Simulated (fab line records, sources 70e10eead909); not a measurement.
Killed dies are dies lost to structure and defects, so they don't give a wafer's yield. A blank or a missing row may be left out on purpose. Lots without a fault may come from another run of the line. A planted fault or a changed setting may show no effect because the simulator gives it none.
fab line records | flow nand_harc
record lots=13 wafers=39 last_day=33
route steps=1302 shown P_M0@282 P_M1@309
lots that met no fault: from a run of the same line without faults
start_h: hours from the record's first day to the start of the lot's first wafer shown | wait_h: hours since the lot's step before | " the same as in the row above | L1.1+2: a row that stands for several wafers | - no value, or no start given | * or withheld: withheld | < > ~ a bound
route shown NAME@n: a module of which the file shows steps, and the number in the route of the first | usual: mean/standard deviation of fault-free wafers | same: alike in all rows | chamber/n: place in a boat | sites: the reading at each site | _std_site: their standard deviation | _edge_site: outer sites' mean less inner sites' | radius_mm: how far each site lies from the wafer's centre | mask NAME#n: copy n | behind: the tool/chamber that last shaped the wafer | hold: why the lot was held/for how many hours/how that ended | device: the transistor (n, p or np) that didn't switch | end of line: the same wafers' tests at the end of the route | a step without rows: its recipe alone | killed: dies lost to structure and defects at the first sort, not the wafer's yield | map: a wafer's dies, x killed, . not, _ none there
set.NAME: the setting as run; set.NAME@STEP: as run at that earlier step | model.NAME: the simulator's own value behind a step, which no gauge read
steps of the route over a sample of lots; a table a step, a row a wafer
services: from which hour (start_h, from the record's first day; less than 0 if before it) a tool's chamber was out of use, for how many hours, and why
## steps
# step NHARC_P_M0_INSPECT_27
# usual raw_defect_count=294/140
# columns lot.wafer tool chamber start_h wait_h raw_defect_count
L102.3 defect_inspect-02 - 106.38 0.0 389
L102.4 " - " " 208
L102.5 " - " " 199
L104.1 defect_inspect-02 - 122.55 0.0 372
L104.3 " - " " 1048
L104.5 " - " " 548
L105.3 defect_inspect-01 - 124.08 0.0 157
L105.5 " - " " 159
L105.6 " - " " 142
L107.1 defect_inspect-01 - 157.31 0.0 203
L107.3 " - " " 277
L107.6 " - " " 213
L108.3 defect_inspect-02 - 160.19 0.0 252
L108.5 " - " " 231
L108.6 " - " " 318
L109.1 defect_inspect-01 - 177.84 0.0 150
L109.4 " - " " 140
L109.6 " - " " 220
L112.1 defect_inspect-01 - 194.99 0.0 331
L112.2 " - " " 206
L112.4 " - " " 204
L111.1 defect_inspect-02 - 196.59 0.0 375
L111.2 " - " " 140
L111.6 " - " " 222
L120.1 defect_inspect-02 - 283.43 0.0 319
L120.2 " - " " 310
L120.5 " - " " 362
L121.2 defect_inspect-02 - 288.60 0.0 199
L121.5 " - " " 176
L121.6 " - " " 130
L122.1 defect_inspect-02 - 303.27 0.0 398
L122.2 " - " " 230
L122.6 " - " " 447
L123.2 defect_inspect-02 - 307.86 0.0 220
L123.3 " - " " 248
L123.6 " - " " 254
L125.1 defect_inspect-02 - 326.21 0.0 269
L125.3 " - " " 390
L125.6 " - " " 303
# step NHARC_P_M0_PRE_CLEAN_31
# recipe time_s=12 temp_c=370 rf_power_w=300 gas=NH3
# usual heater_power_w=662/61
# columns lot.wafer tool chamber start_h wait_h heater_power_w
L102.3 pecvd-02 2 106.46 0.1 752
L102.5 " 1 " " 657
L102.4 " 2 " " 770
L104.1 pecvd-02 1 122.63 0.1 649
L104.3 " 2 " " 687
L104.5 " 0 " " 717
L105.3 pecvd-04 1 124.15 0.1 660
L105.6 " 2 " " 706
L105.5 " 0 " " 640
L107.3 pecvd-01 1 157.38 0.1 746
L107.1 " 0 " " 637
L107.6 " 1 " " 734
L108.3 pecvd-04 1 160.26 0.1 720
L108.6 " 1 " " 716
L108.5 " 0 " " 676
L109.1 pecvd-04 0 177.92 0.1 612
L109.4 " 2 " " 705
L109.6 " 1 " " 726
L112.1 pecvd-02 2 195.06 0.1 689
L112.2 " 0 " " 743
L112.4 " 0 " " 742
L111.1 pecvd-01 1 196.66 0.1 647
L111.2 " 2 " " 554
L111.6 " 1 " " 615
L120.1 pecvd-01 0 283.51 0.1 594
L120.2 " 1 " " 705
L120.5 " 2 " " 620
L121.2 pecvd-04 2 288.66 0.1 729
L121.6 " 2 " " 751
L121.5 " 1 " " 614
L122.1 pecvd-02 2 303.35 0.1 746
L122.2 " 0 " " 692
L122.6 " 2 " " 709
L123.2 pecvd-04 1 307.94 0.1 692
L123.3 " 2 " " 664
L123.6 " 1 " " 693
L125.1 pecvd-02 0 326.29 0.1 757
L125.3 " 1 " " 609
L125.6 " 1 " " 606
# step NHARC_P_M1_ECD_22
# recipe target_thk_a=4000 bath_temp_c=25 material=Cu
# usual bath_heat_duty_pct=6.6/0.89
# columns lot.wafer tool chamber start_h wait_h bath_heat_duty_pct
L102.4 ecd_cu-01 1 109.47 - 7.1
L102.3 " 0 " " 5.0
L102.5 " 0 " " 4.3
L104.1 ecd_cu-02 0 125.61 - 6.8
L104.3 " 1 " " 6.7
L104.5 " 0 " " 6.2
L105.3 ecd_cu-01 0 127.13 - 5.8
L105.6 " 1 " " 6.9
L105.5 " 0 " " 5.5
L107.1 ecd_cu-02 1 160.15 - 7.8
L107.3 " 1 " " 7.0
L107.6 " 1 " " 7.2
L108.3 ecd_cu-01 0 163.17 - 5.2
L108.5 " 1 " " 7.1
L108.6 " 0 " " 5.3
L109.1 ecd_cu-01 1 180.84 - 7.1
L109.4 " 0 " " 5.3
L109.6 " 1 " " 8.0
L112.2 ecd_cu-01 0 197.96 - 5.1
L112.1 " 1 " " 6.8
L112.4 " 1 " " 6.5
L111.1 ecd_cu-02 0 199.47 - 7.2
L111.2 " 1 " " 7.4
L111.6 " 0 " " 6.2
L120.2 ecd_cu-02 0 286.26 - 5.6
L120.1 " 1 " " 7.6
L120.5 " 0 " " 6.6
L121.2 ecd_cu-01 1 291.56 - 6.4
L121.5 " 1 " " 6.7
L121.6 " 0 " " 4.8
L122.1 ecd_cu-02 0 306.35 - 6.6
L122.2 " 1 " " 7.0
L122.6 " 1 " " 7.5
L123.2 ecd_cu-02 0 310.82 - 7.0
L123.3 " 0 " " 6.5
L123.6 " 1 " " 7.0
L125.1 ecd_cu-02 1 329.23 - 6.8
L125.3 " 1 " " 7.9
L125.6 " 1 " " 7.2
# step NHARC_P_M1_CMP_23
# recipe t_overpolish_s=20 target_thk_nm=157.82
# usual motor_current_A=11.8/0.97 time_to_endpoint_s=28.2/2.3
# columns lot.wafer tool chamber start_h wait_h motor_current_A time_to_endpoint_s
L102.3 cmp-02 0 110.12 - 10.8 30.0
L102.4 " 1 " " 9.7 28.4
L102.5 " 0 " " 11.2 29.9
L104.1 cmp-02 0 126.37 - 10.9 27.3
L104.3 " 1 " " 9.7 30.4
L104.5 " 3 " " 11.8 30.9
L105.3 cmp-03 3 127.73 - 11.5 26.4
L105.5 " 2 " " 13.5 22.3
L105.6 " 3 " " 11.8 26.9
L107.1 cmp-02 0 160.87 - 10.8 29.6
L107.3 " 2 " " 11.8 26.3
L107.6 " 0 " " 10.9 29.3
L108.3 cmp-03 0 163.92 - 12.7 29.0
L108.5 " 1 " " 12.7 26.5
L108.6 " 2 " " 13.8 26.9
L109.4 cmp-03 2 181.57 - 13.4 25.5
L109.1 " 3 " " 11.6 29.0
L109.6 " 0 " " 12.1 29.5
L112.1 cmp-03 0 198.68 - 12.6 28.5
L112.2 " 2 " " 13.1 26.2
L112.4 " 3 " " 11.6 13.2
L111.2 cmp-02 2 200.19 - 12.2 28.3
L111.1 " 3 " " 11.7 30.9
L111.6 " 2 " " 12.0 31.4
L120.2 cmp-02 1 287.04 - 10.2 30.8
L120.1 " 2 " " 12.6 31.1
L120.5 " 0 " " 10.8 29.9
L121.2 cmp-03 2 292.34 - 13.2 25.3
L121.5 " 1 " " 12.8 25.4
L121.6 " 2 " " 13.7 27.4
L122.2 cmp-02 3 307.13 - 11.5 33.0
L122.1 " 0 " " 11.2 32.1
L122.6 " 1 " " 9.8 31.3
L123.2 cmp-03 2 311.54 - 12.9 28.2
L123.3 " 1 " " 11.3 24.0
L123.6 " 3 " " 12.2 26.3
L125.1 cmp-03 3 329.98 - 11.6 27.1
L125.3 " 0 " " 12.4 28.1
L125.6 " 2 " " 13.5 23.9
## services
# columns tool chamber start_h hours kind
pecvd-01 - 82.51 1.4 repair
pecvd-01 - 106.00 13.0 pm
cmp-02 - 113.50 4.0 pm
pecvd-04 - 132.83 0.8 repair
ecd_cu-01 - 136.06 8.0 pm
cmp-03 - 138.15 4.0 pm
pecvd-01 - 138.17 1.3 repair
pecvd-01 - 145.46 1.0 repair
cmp-03 - 182.78 0.4 repair
cmp-02 - 190.40 1.2 repair
pecvd-04 1 192.13 13.0 repair
pecvd-02 - 203.00 13.0 pm
cmp-02 - 211.52 4.0 pm
ecd_cu-02 - 220.00 8.0 pm
pecvd-04 2 223.50 5.2 repair
cmp-03 - 236.15 4.0 pm
pecvd-04 - 245.23 13.0 pm
pecvd-02 2 255.07 2.4 repair
ecd_cu-02 - 268.62 6.6 repair
cmp-03 - 287.66 0.3 repair
cmp-02 - 299.00 0.5 repair
cmp-02 - 309.59 4.0 pm
ecd_cu-01 - 312.14 8.0 pm
ecd_cu-01 - 326.48 0.7 repair
## key
first_sign step=NHARC_P_M1_CMP_23 reading=time_to_endpoint_s direction=down sigmas=6.4 usual=* struck=*
effect none on later readings
met_at NHARC_P_M1_ECD_22
struck_lots L112
struck_wafers L112.4
later_rows_left_out L112.4
sort_left_out L112.4
not_acting_at NHARC_P_M0_INSPECT_27,NHARC_P_M0_PRE_CLEAN_31
onset_between 180.84 197.96
fault kind=process_parameter_drift tool=ecd_cu-01 chamber=- onset_h=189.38 steps=NHARC_P_M1_ECD_22 channel=target_thk_a offset=* shape=step end_h=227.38 scope=struck_wafers_only acts_in=* stated=*
# sort_left_out: the simulated sort isn't trusted on such a fault, so these wafers' sort isn't shown, and their yield isn't known
# later_rows_left_out: the simulator's readings of these wafers behind a module that went badly wrong aren't trusted and aren't shown, but for the sort
